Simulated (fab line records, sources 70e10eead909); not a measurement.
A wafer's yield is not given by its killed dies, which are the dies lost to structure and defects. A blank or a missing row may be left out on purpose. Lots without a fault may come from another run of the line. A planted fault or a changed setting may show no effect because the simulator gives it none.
Which tool was responsible? / flow nand-harc / 9 lots with 27 wafers sampled at 9 steps, on a route of 1302 steps

WHAT EACH GAUGE READ, for each wafer
NHARC_A_ONON_D1_THK_MEAS_11: measures by ellipsometry. Usual: thk-nm 999 nm, standard deviation 11.
lot=L278; measured=day 8 09:31; on=film-metro-02; thk-nm (nm)=1000 1000 999; flag=
lot=L280; measured=day 9 00:47; on=film-metro-01; thk-nm (nm)=975 977 977; flag=
lot=L281; measured=day 9 07:38; on=film-metro-02; thk-nm (nm)=1008 1009 1008; flag=
lot=L287; measured=day 12 09:37; on=film-metro-01; thk-nm (nm)=996 995 997; flag=
lot=L290; measured=day 13 03:47; on=film-metro-01; thk-nm (nm)=982 985 982; flag=
lot=L293; measured=day 14 16:29; on=film-metro-01; thk-nm (nm)=1015 1013 1014; flag=
lot=L295; measured=day 15 08:20; on=film-metro-01; thk-nm (nm)=1006 1005 1004; flag=
lot=L297; measured=day 16 00:16; on=film-metro-01; thk-nm (nm)=1000 1000 999; flag=
lot=L299; measured=day 16 18:34; on=film-metro-01; thk-nm (nm)=1006 1007 1005; flag=

NHARC_A_ONON_D1_THK_MEAS_14: measures by ellipsometry. Usual: thk-nm 1002 nm, standard deviation 12.
lot=L278; measured=day 8 10:05; on=film-metro-01; thk-nm (nm)=993 993 994; flag=
lot=L280; measured=day 9 01:22; on=film-metro-01; thk-nm (nm)=991 990 992; flag=
lot=L281; measured=day 9 08:13; on=film-metro-01; thk-nm (nm)=1013 1012 1011; flag=
lot=L287; measured=day 12 10:11; on=film-metro-02; thk-nm (nm)=1000 1001 1001; flag=
lot=L290; measured=day 13 04:21; on=film-metro-01; thk-nm (nm)=1007 1008 1006; flag=
lot=L293; measured=day 14 17:04; on=film-metro-01; thk-nm (nm)=1002 1002 1002; flag=
lot=L295; measured=day 15 08:54; on=film-metro-02; thk-nm (nm)=1018 1017 1017; flag=
lot=L297; measured=day 16 00:50; on=film-metro-02; thk-nm (nm)=1006 1005 1005; flag=
lot=L299; measured=day 16 19:07; on=film-metro-01; thk-nm (nm)=988 989 989; flag=

NHARC_A_CHANNEL_HOLE_D1_CD_MEAS_10: the cd target is 100 nm. Usual: cd-nm 100.0 nm, standard deviation 0.52.
lot=L278; measured=day 9 04:16; on=cd-sem-03; cd-nm (nm)=99.8 100.5 100.1; flag=
lot=L280; measured=day 9 15:23; on=cd-sem-02; cd-nm (nm)=99.0 99.3 99.8; flag=
lot=L281; measured=day 9 21:24; on=cd-sem-03; cd-nm (nm)=100.4 100.7 100.5; flag=
lot=L287; measured=day 13 01:07; on=cd-sem-01; cd-nm (nm)=109.3 108.8 108.1; flag=OFF
lot=L290; measured=day 13 17:55; on=cd-sem-01; cd-nm (nm)=109.1 109.0 109.0; flag=OFF
lot=L293; measured=day 15 08:58; on=cd-sem-01; cd-nm (nm)=100.5 101.0 100.8; flag=
lot=L295; measured=day 15 22:53; on=cd-sem-03; cd-nm (nm)=100.3 100.1 100.0; flag=
lot=L297; measured=day 16 18:40; on=cd-sem-03; cd-nm (nm)=100.2 99.9 100.3; flag=
lot=L299; measured=day 17 11:29; on=cd-sem-03; cd-nm (nm)=100.2 100.3 100.3; flag=

NHARC_A_CHANNEL_HOLE_D1_CD_MEAS_30. Usual: cd-nm 89.5 nm, standard deviation 1.2.
lot=L278; measured=day 9 11:49; on=cd-sem-02; cd-nm (nm)=89.1 90.1 89.8; flag=
lot=L280; measured=day 9 22:25; on=cd-sem-01; cd-nm (nm)=89.0 89.0 90.9; flag=
lot=L281; measured=day 10 04:17; on=cd-sem-02; cd-nm (nm)=88.3 91.4 89.7; flag=
lot=L287; measured=day 13 08:16; on=cd-sem-03; cd-nm (nm)=99.5 100.0 97.3; flag=OFF
lot=L290; measured=day 14 03:27; on=cd-sem-03; cd-nm (nm)=99.8 100.5 98.9; flag=OFF
lot=L293; measured=day 15 16:41; on=cd-sem-03; cd-nm (nm)=88.6 90.9 88.8; flag=
lot=L295; measured=day 16 06:14; on=cd-sem-03; cd-nm (nm)=90.0 89.9 89.2; flag=
lot=L297; measured=day 17 01:32; on=cd-sem-01; cd-nm (nm)=90.5 87.1 88.9; flag=
lot=L299; measured=day 17 23:02; on=cd-sem-01; cd-nm (nm)=89.1 89.5 88.4; flag=

NHARC_END_WLT_00. Usual: VT_DECK1_BOTTOM 0.869, standard deviation 0.0067; VT_DECK1_BOTTOM_INNER 0.870, standard deviation 0.007; VT_DECK1_MEDIAN_NEAR_BOTTOM 0.871, standard deviation 0.0061; VT_DECK1_MEDIAN_NEAR_BOTTOM_INNER 0.871, standard deviation 0.0072; VT_DECK1_MIDDLE 0.884, standard deviation 0.0061; VT_DECK1_MIDDLE_INNER 0.884, standard deviation 0.0067; VT_DECK1_TOP 0.896, standard deviation 0.0068; VT_DECK1_TOP_INNER 0.896, standard deviation 0.0071; VT_DECK2_BOTTOM 0.869, standard deviation 0.0071; VT_DECK2_BOTTOM_INNER 0.869, standard deviation 0.0066; VT_DECK2_MEDIAN_NEAR_BOTTOM 0.870, standard deviation 0.0067; VT_DECK2_MEDIAN_NEAR_BOTTOM_INNER 0.871, standard deviation 0.0076; VT_DECK2_MIDDLE 0.882, standard deviation 0.0074; VT_DECK2_MIDDLE_INNER 0.881, standard deviation 0.0073; VT_DECK2_TOP 0.893, standard deviation 0.0073; VT_DECK2_TOP_INNER 0.894, standard deviation 0.0076.
lot=L278; measured=day 25 11:10; on=prober-02; VT_DECK1_BOTTOM=0.866 0.860 0.863; VT_DECK1_BOTTOM_INNER=0.868 0.865 0.868; VT_DECK1_MEDIAN_NEAR_BOTTOM=0.864 0.874 0.873; VT_DECK1_MEDIAN_NEAR_BOTTOM_INNER=0.875 0.860 0.876; VT_DECK1_MIDDLE=0.863 0.884 0.879; VT_DECK1_MIDDLE_INNER=0.877 0.884 0.879; VT_DECK1_TOP=0.892 0.894 0.883; VT_DECK1_TOP_INNER=0.891 0.885 0.884; VT_DECK2_BOTTOM=0.864 0.853 0.857; VT_DECK2_BOTTOM_INNER=0.867 0.857 0.857; VT_DECK2_MEDIAN_NEAR_BOTTOM=0.862 0.857 0.855; VT_DECK2_MEDIAN_NEAR_BOTTOM_INNER=0.863 0.867 0.860; VT_DECK2_MIDDLE=0.873 0.869 0.869; VT_DECK2_MIDDLE_INNER=0.871 0.876 0.874; VT_DECK2_TOP=0.876 0.880 0.878; VT_DECK2_TOP_INNER=0.875 0.883 0.893; flag=
lot=L280; measured=day 25 03:52; on=prober-01; VT_DECK1_BOTTOM=0.863 0.872 0.880; VT_DECK1_BOTTOM_INNER=0.874 0.865 0.867; VT_DECK1_MEDIAN_NEAR_BOTTOM=0.868 0.871 0.870; VT_DECK1_MEDIAN_NEAR_BOTTOM_INNER=0.871 0.863 0.878; VT_DECK1_MIDDLE=0.881 0.881 0.893; VT_DECK1_MIDDLE_INNER=0.890 0.886 0.881; VT_DECK1_TOP=0.898 0.899 0.903; VT_DECK1_TOP_INNER=0.896 0.891 0.895; VT_DECK2_BOTTOM=0.864 0.868 0.867; VT_DECK2_BOTTOM_INNER=0.870 0.868 0.861; VT_DECK2_MEDIAN_NEAR_BOTTOM=0.876 0.865 0.862; VT_DECK2_MEDIAN_NEAR_BOTTOM_INNER=0.875 0.873 0.879; VT_DECK2_MIDDLE=0.879 0.879 0.882; VT_DECK2_MIDDLE_INNER=0.880 0.878 0.877; VT_DECK2_TOP=0.889 0.884 0.896; VT_DECK2_TOP_INNER=0.889 0.891 0.885; flag=
lot=L281; measured=day 25 13:00; on=prober-01; VT_DECK1_BOTTOM=0.860 0.872 0.870; VT_DECK1_BOTTOM_INNER=0.862 0.883 0.867; VT_DECK1_MEDIAN_NEAR_BOTTOM=0.872 0.877 0.874; VT_DECK1_MEDIAN_NEAR_BOTTOM_INNER=0.872 0.879 0.873; VT_DECK1_MIDDLE=0.883 0.883 0.885; VT_DECK1_MIDDLE_INNER=0.889 0.891 0.893; VT_DECK1_TOP=0.899 0.901 0.908; VT_DECK1_TOP_INNER=0.902 0.896 0.904; VT_DECK2_BOTTOM=0.879 0.870 0.879; VT_DECK2_BOTTOM_INNER=0.874 0.876 0.879; VT_DECK2_MEDIAN_NEAR_BOTTOM=0.882 0.872 0.872; VT_DECK2_MEDIAN_NEAR_BOTTOM_INNER=0.878 0.881 0.880; VT_DECK2_MIDDLE=0.881 0.894 0.896; VT_DECK2_MIDDLE_INNER=0.883 0.888 0.891; VT_DECK2_TOP=0.898 0.899 0.899; VT_DECK2_TOP_INNER=0.900 0.902 0.898; flag=
lot=L287; measured=day 29 00:37; on=prober-02; VT_DECK1_BOTTOM=0.883 0.897 0.883; VT_DECK1_BOTTOM_INNER=0.881 0.894 0.879; VT_DECK1_MEDIAN_NEAR_BOTTOM=0.885 0.894 0.887; VT_DECK1_MEDIAN_NEAR_BOTTOM_INNER=0.890 0.895 0.880; VT_DECK1_MIDDLE=0.899 0.894 0.896; VT_DECK1_MIDDLE_INNER=0.889 0.891 0.901; VT_DECK1_TOP=0.903 0.907 0.907; VT_DECK1_TOP_INNER=0.900 0.906 0.907; VT_DECK2_BOTTOM=0.866 0.876 0.875; VT_DECK2_BOTTOM_INNER=0.867 0.874 0.867; VT_DECK2_MEDIAN_NEAR_BOTTOM=0.878 0.871 0.878; VT_DECK2_MEDIAN_NEAR_BOTTOM_INNER=0.872 0.881 0.881; VT_DECK2_MIDDLE=0.886 0.886 0.891; VT_DECK2_MIDDLE_INNER=0.882 0.885 0.887; VT_DECK2_TOP=0.889 0.891 0.890; VT_DECK2_TOP_INNER=0.891 0.888 0.903; flag=
lot=L290; measured=day 29 08:25; on=prober-01; VT_DECK1_BOTTOM=0.902 0.897 0.897; VT_DECK1_BOTTOM_INNER=0.897 0.896 0.891; VT_DECK1_MEDIAN_NEAR_BOTTOM=0.890 0.893 0.893; VT_DECK1_MEDIAN_NEAR_BOTTOM_INNER=0.900 0.892 0.900; VT_DECK1_MIDDLE=0.909 0.900 0.902; VT_DECK1_MIDDLE_INNER=0.906 0.905 0.905; VT_DECK1_TOP=0.916 0.927 0.907; VT_DECK1_TOP_INNER=0.913 0.915 0.915; VT_DECK2_BOTTOM=0.874 0.874 0.864; VT_DECK2_BOTTOM_INNER=0.864 0.874 0.877; VT_DECK2_MEDIAN_NEAR_BOTTOM=0.875 0.867 0.875; VT_DECK2_MEDIAN_NEAR_BOTTOM_INNER=0.871 0.872 0.864; VT_DECK2_MIDDLE=0.891 0.891 0.886; VT_DECK2_MIDDLE_INNER=0.886 0.885 0.878; VT_DECK2_TOP=0.892 0.893 0.896; VT_DECK2_TOP_INNER=0.902 0.892 0.894; flag=OFF
lot=L293; measured=day 30 16:38; on=prober-02; VT_DECK1_BOTTOM=0.873 0.871 0.875; VT_DECK1_BOTTOM_INNER=0.875 0.878 0.876; VT_DECK1_MEDIAN_NEAR_BOTTOM=0.872 0.869 0.865; VT_DECK1_MEDIAN_NEAR_BOTTOM_INNER=0.874 0.871 0.869; VT_DECK1_MIDDLE=0.887 0.891 0.886; VT_DECK1_MIDDLE_INNER=0.886 0.890 0.890; VT_DECK1_TOP=0.902 0.900 0.908; VT_DECK1_TOP_INNER=0.893 0.904 0.902; VT_DECK2_BOTTOM=0.874 0.874 0.868; VT_DECK2_BOTTOM_INNER=0.876 0.875 0.880; VT_DECK2_MEDIAN_NEAR_BOTTOM=0.867 0.883 0.875; VT_DECK2_MEDIAN_NEAR_BOTTOM_INNER=0.872 0.879 0.881; VT_DECK2_MIDDLE=0.885 0.890 0.884; VT_DECK2_MIDDLE_INNER=0.888 0.884 0.886; VT_DECK2_TOP=0.895 0.901 0.891; VT_DECK2_TOP_INNER=0.896 0.895 0.901; flag=
lot=L295; measured=day 31 16:33; on=prober-01; VT_DECK1_BOTTOM=0.868 0.870 0.865; VT_DECK1_BOTTOM_INNER=0.866 0.870 0.869; VT_DECK1_MEDIAN_NEAR_BOTTOM=0.873 0.864 0.871; VT_DECK1_MEDIAN_NEAR_BOTTOM_INNER=0.863 0.875 0.868; VT_DECK1_MIDDLE=0.879 0.878 0.880; VT_DECK1_MIDDLE_INNER=0.872 0.881 0.881; VT_DECK1_TOP=0.897 0.892 0.887; VT_DECK1_TOP_INNER=0.888 0.894 0.887; VT_DECK2_BOTTOM=0.861 0.857 0.865; VT_DECK2_BOTTOM_INNER=0.862 0.866 0.871; VT_DECK2_MEDIAN_NEAR_BOTTOM=0.865 0.859 0.861; VT_DECK2_MEDIAN_NEAR_BOTTOM_INNER=0.869 0.863 0.870; VT_DECK2_MIDDLE=0.866 0.873 0.871; VT_DECK2_MIDDLE_INNER=0.873 0.880 0.871; VT_DECK2_TOP=0.892 0.882 0.888; VT_DECK2_TOP_INNER=0.884 0.885 0.879; flag=
lot=L297; measured=day 32 15:16; on=prober-01; VT_DECK1_BOTTOM=0.866 0.851 0.859; VT_DECK1_BOTTOM_INNER=0.870 0.856 0.859; VT_DECK1_MEDIAN_NEAR_BOTTOM=0.862 0.856 0.864; VT_DECK1_MEDIAN_NEAR_BOTTOM_INNER=0.870 0.861 0.870; VT_DECK1_MIDDLE=0.882 0.877 0.883; VT_DECK1_MIDDLE_INNER=0.881 0.880 0.877; VT_DECK1_TOP=0.889 0.893 0.886; VT_DECK1_TOP_INNER=0.891 0.886 0.892; VT_DECK2_BOTTOM=0.869 0.871 0.877; VT_DECK2_BOTTOM_INNER=0.869 0.868 0.875; VT_DECK2_MEDIAN_NEAR_BOTTOM=0.871 0.870 0.865; VT_DECK2_MEDIAN_NEAR_BOTTOM_INNER=0.866 0.878 0.874; VT_DECK2_MIDDLE=0.879 0.888 0.881; VT_DECK2_MIDDLE_INNER=0.879 0.882 0.887; VT_DECK2_TOP=0.893 0.888 0.892; VT_DECK2_TOP_INNER=0.892 0.893 0.890; flag=
lot=L299; measured=day 33 02:41; on=prober-02; VT_DECK1_BOTTOM=0.878 0.878 0.873; VT_DECK1_BOTTOM_INNER=0.877 0.878 0.871; VT_DECK1_MEDIAN_NEAR_BOTTOM=0.876 0.882 0.874; VT_DECK1_MEDIAN_NEAR_BOTTOM_INNER=0.886 0.879 0.874; VT_DECK1_MIDDLE=0.893 0.893 0.884; VT_DECK1_MIDDLE_INNER=0.897 0.894 0.895; VT_DECK1_TOP=0.904 0.907 0.905; VT_DECK1_TOP_INNER=0.907 0.906 0.909; VT_DECK2_BOTTOM=0.863 0.861 0.859; VT_DECK2_BOTTOM_INNER=0.857 0.855 0.863; VT_DECK2_MEDIAN_NEAR_BOTTOM=0.865 0.856 0.855; VT_DECK2_MEDIAN_NEAR_BOTTOM_INNER=0.858 0.854 0.863; VT_DECK2_MIDDLE=0.869 0.876 0.865; VT_DECK2_MIDDLE_INNER=0.883 0.861 0.870; VT_DECK2_TOP=0.877 0.883 0.885; VT_DECK2_TOP_INNER=0.873 0.875 0.873; flag=

NHARC_END_SORT_01. Usual: killed-at-array 55, standard deviation 19; killed-at-other 0.8, standard deviation 1.1; killed-at-periphery 4.0, standard deviation 2.6; killed-dies 60, standard deviation 20; killed-open 3.4, standard deviation 1.7; killed-short 2.6, standard deviation 1.5.
lot=L287; measured=day 29 04:14; on=prober-02; killed-at-array=57; killed-at-other=1; killed-at-periphery=5; killed-dies=63; killed-open=5; killed-short=5; flag=
lot=L290; measured=day 29 13:40; on=prober-01; killed-at-array=61; killed-at-other=1; killed-at-periphery=0; killed-dies=62; killed-open=3; killed-short=2; flag=
lot=L297; measured=day 32 18:13; on=prober-01; killed-at-array=27 27 44; killed-at-other=0 0 0; killed-at-periphery=2 5 3; killed-dies=29 32 47; killed-open=1 3 6; killed-short=0 2 4; flag=

WHAT TOOL EACH LOT RAN ON (gives the tool, then ch and the chambers of the sampled wafers, and finally the start)
lot=L278; NHARC_A_CHANNEL_HOLE_D1_DEP_00=acl-dep-02 ch 0, day 9 01:55; NHARC_A_CHANNEL_HOLE_D1_PEB_08=litho-track-06 ch 0, day 9 04:11; NHARC_A_CHANNEL_HOLE_D1_XSEM_31=xsem-01 ch 0, day 9 11:54
lot=L280; NHARC_A_CHANNEL_HOLE_D1_DEP_00=acl-dep-03 ch 0, day 9 13:23; NHARC_A_CHANNEL_HOLE_D1_PEB_08=litho-track-01 ch 0, day 9 15:18; NHARC_A_CHANNEL_HOLE_D1_XSEM_31=xsem-02 ch 0, day 9 22:31
lot=L281; NHARC_A_CHANNEL_HOLE_D1_DEP_00=acl-dep-02 ch 0, day 9 18:53; NHARC_A_CHANNEL_HOLE_D1_PEB_08=litho-track-06 ch 0, day 9 21:20; NHARC_A_CHANNEL_HOLE_D1_XSEM_31=xsem-01 ch 0, day 10 04:22
lot=L287; NHARC_A_CHANNEL_HOLE_D1_DEP_00=acl-dep-02 ch 0, day 12 23:05; NHARC_A_CHANNEL_HOLE_D1_PEB_08=litho-track-06 ch 0, day 13 01:02; NHARC_A_CHANNEL_HOLE_D1_XSEM_31=xsem-02 ch 0, day 13 08:21
lot=L290; NHARC_A_CHANNEL_HOLE_D1_DEP_00=acl-dep-02 ch 0, day 13 16:01; NHARC_A_CHANNEL_HOLE_D1_PEB_08=litho-track-06 ch 0, day 13 17:50; NHARC_A_CHANNEL_HOLE_D1_XSEM_31=xsem-01 ch 0, day 14 03:32
lot=L293; NHARC_A_CHANNEL_HOLE_D1_DEP_00=acl-dep-03 ch 0, day 15 06:40; NHARC_A_CHANNEL_HOLE_D1_PEB_08=litho-track-04 ch 0, day 15 08:53; NHARC_A_CHANNEL_HOLE_D1_XSEM_31=xsem-02 ch 0, day 15 16:46
lot=L295; NHARC_A_CHANNEL_HOLE_D1_DEP_00=acl-dep-01 ch 0, day 15 20:13; NHARC_A_CHANNEL_HOLE_D1_PEB_08=litho-track-04 ch 0, day 15 22:48; NHARC_A_CHANNEL_HOLE_D1_XSEM_31=xsem-01 ch 0, day 16 06:19
lot=L297; NHARC_A_CHANNEL_HOLE_D1_DEP_00=acl-dep-02 ch 0, day 16 16:08; NHARC_A_CHANNEL_HOLE_D1_PEB_08=litho-track-01 ch 0, day 16 18:35; NHARC_A_CHANNEL_HOLE_D1_XSEM_31=xsem-02 ch 0, day 17 01:38
lot=L299; NHARC_A_CHANNEL_HOLE_D1_DEP_00=acl-dep-03 ch 0, day 17 09:08; NHARC_A_CHANNEL_HOLE_D1_PEB_08=litho-track-06 ch 0, day 17 11:24; NHARC_A_CHANNEL_HOLE_D1_XSEM_31=xsem-02 ch 0, day 17 23:07
- NHARC_A_CHANNEL_HOLE_D1_DEP_00: deposits aC, target thk 3100 nm.
- NHARC_A_CHANNEL_HOLE_D1_PEB_08: peb time 65 s.
- NHARC_A_CHANNEL_HOLE_D1_XSEM_31

WHAT THE TOOLS THEMSELVES READ (means of the sampled wafers that have a number; where no wafer has one, the mark that the record gives instead)
NHARC_A_CHANNEL_HOLE_D1_DEP_00. Usual: susceptor-temp-C 399.97 C, standard deviation 0.23; throttle-valve-pct 34.999 %, standard deviation 0.0086.
lot=L278; tool=acl-dep-02; susceptor-temp-C (C)=400.12; throttle-valve-pct (%)=35.003; flag=
lot=L280; tool=acl-dep-03; susceptor-temp-C (C)=-; throttle-valve-pct (%)=34.997; flag=OFF
lot=L281; tool=acl-dep-02; susceptor-temp-C (C)=400.04; throttle-valve-pct (%)=34.994; flag=
lot=L287; tool=acl-dep-02; susceptor-temp-C (C)=400.23; throttle-valve-pct (%)=35.008; flag=
lot=L290; tool=acl-dep-02; susceptor-temp-C (C)=-; throttle-valve-pct (%)=35.002; flag=OFF
lot=L293; tool=acl-dep-03; susceptor-temp-C (C)=-; throttle-valve-pct (%)=34.997; flag=OFF
lot=L295; tool=acl-dep-01; susceptor-temp-C (C)=399.81; throttle-valve-pct (%)=34.999; flag=
lot=L297; tool=acl-dep-02; susceptor-temp-C (C)=399.80; throttle-valve-pct (%)=34.996; flag=
lot=L299; tool=acl-dep-03; susceptor-temp-C (C)=400.07; throttle-valve-pct (%)=35.003; flag=

NHARC_A_CHANNEL_HOLE_D1_PEB_08. Usual: resist-line-temp-C 23.00 C, standard deviation 0.11.
lot=L278; tool=litho-track-06; resist-line-temp-C (C)=23.09; flag=
lot=L280; tool=litho-track-01; resist-line-temp-C (C)=23.03; flag=
lot=L281; tool=litho-track-06; resist-line-temp-C (C)=23.02; flag=
lot=L287; tool=litho-track-06; resist-line-temp-C (C)=22.91; flag=
lot=L290; tool=litho-track-06; resist-line-temp-C (C)=22.96; flag=
lot=L293; tool=litho-track-04; resist-line-temp-C (C)=23.04; flag=
lot=L295; tool=litho-track-04; resist-line-temp-C (C)=22.81; flag=
lot=L297; tool=litho-track-01; resist-line-temp-C (C)=22.99; flag=
lot=L299; tool=litho-track-06; resist-line-temp-C (C)=23.04; flag=

NHARC_A_CHANNEL_HOLE_D1_XSEM_31. Usual: bot-cd-nm 74.0 nm, standard deviation 1.3; bow-nm 8.6 nm, standard deviation 0.3; tilt-deg 0.08 degrees, standard deviation 0.039.
lot=L278; tool=xsem-01; bot-cd-nm (nm)=73.6; bow-nm (nm)=8.6; tilt-deg (degrees)=0.12; flag=
lot=L280; tool=xsem-02; bot-cd-nm (nm)=73.7; bow-nm (nm)=8.6; tilt-deg (degrees)=0.07; flag=
lot=L281; tool=xsem-01; bot-cd-nm (nm)=74.4; bow-nm (nm)=8.3; tilt-deg (degrees)=0.17; flag=
lot=L287; tool=xsem-02; bot-cd-nm (nm)=83.5; bow-nm (nm)=8.9; tilt-deg (degrees)=0.09; flag=OFF
lot=L290; tool=xsem-01; bot-cd-nm (nm)=84.8; bow-nm (nm)=8.5; tilt-deg (degrees)=0.01; flag=OFF
lot=L293; tool=xsem-02; bot-cd-nm (nm)=73.7; bow-nm (nm)=8.3; tilt-deg (degrees)=0.04; flag=
lot=L295; tool=xsem-01; bot-cd-nm (nm)=73.6; bow-nm (nm)=8.6; tilt-deg (degrees)=0.06; flag=
lot=L297; tool=xsem-02; bot-cd-nm (nm)=74.1; bow-nm (nm)=8.2; tilt-deg (degrees)=0.09; flag=
lot=L299; tool=xsem-02; bot-cd-nm (nm)=73.4; bow-nm (nm)=8.8; tilt-deg (degrees)=0.06; flag=

THE ANSWER, worked out from the rows above alone
Rule: lot off if the mean of its wafers having a number is beyond 3 standard deviations from the usual mean. A lot without any number at a reading at which 4 lots or more have one is off too. Any other lot the step has rows for is counted as sound. Order of review: gauges by route order, followed by the tools' own readings, for which a lot's mean as printed above is used. The first step at which some lot is off is used, and at that step the reading that is off furthest; a lot without a number counts as furthest.
Off: L287, L290 (NHARC_A_CHANNEL_HOLE_D1_CD_MEAS_10, cd-nm).
If a tool, at a process step before that reading, ran all the lots that are off and no sound lot after the first of them, it fits. Not tried: the gauges at NHARC_A_CHANNEL_HOLE_D1_CD_MEAS_10; whatever is off there is also off at NHARC_A_CHANNEL_HOLE_D1_CD_MEAS_30, on other tools, and gauge error can't account for it. Not one of the candidates tried fits.

WHAT THE SIMULATOR PUT IN
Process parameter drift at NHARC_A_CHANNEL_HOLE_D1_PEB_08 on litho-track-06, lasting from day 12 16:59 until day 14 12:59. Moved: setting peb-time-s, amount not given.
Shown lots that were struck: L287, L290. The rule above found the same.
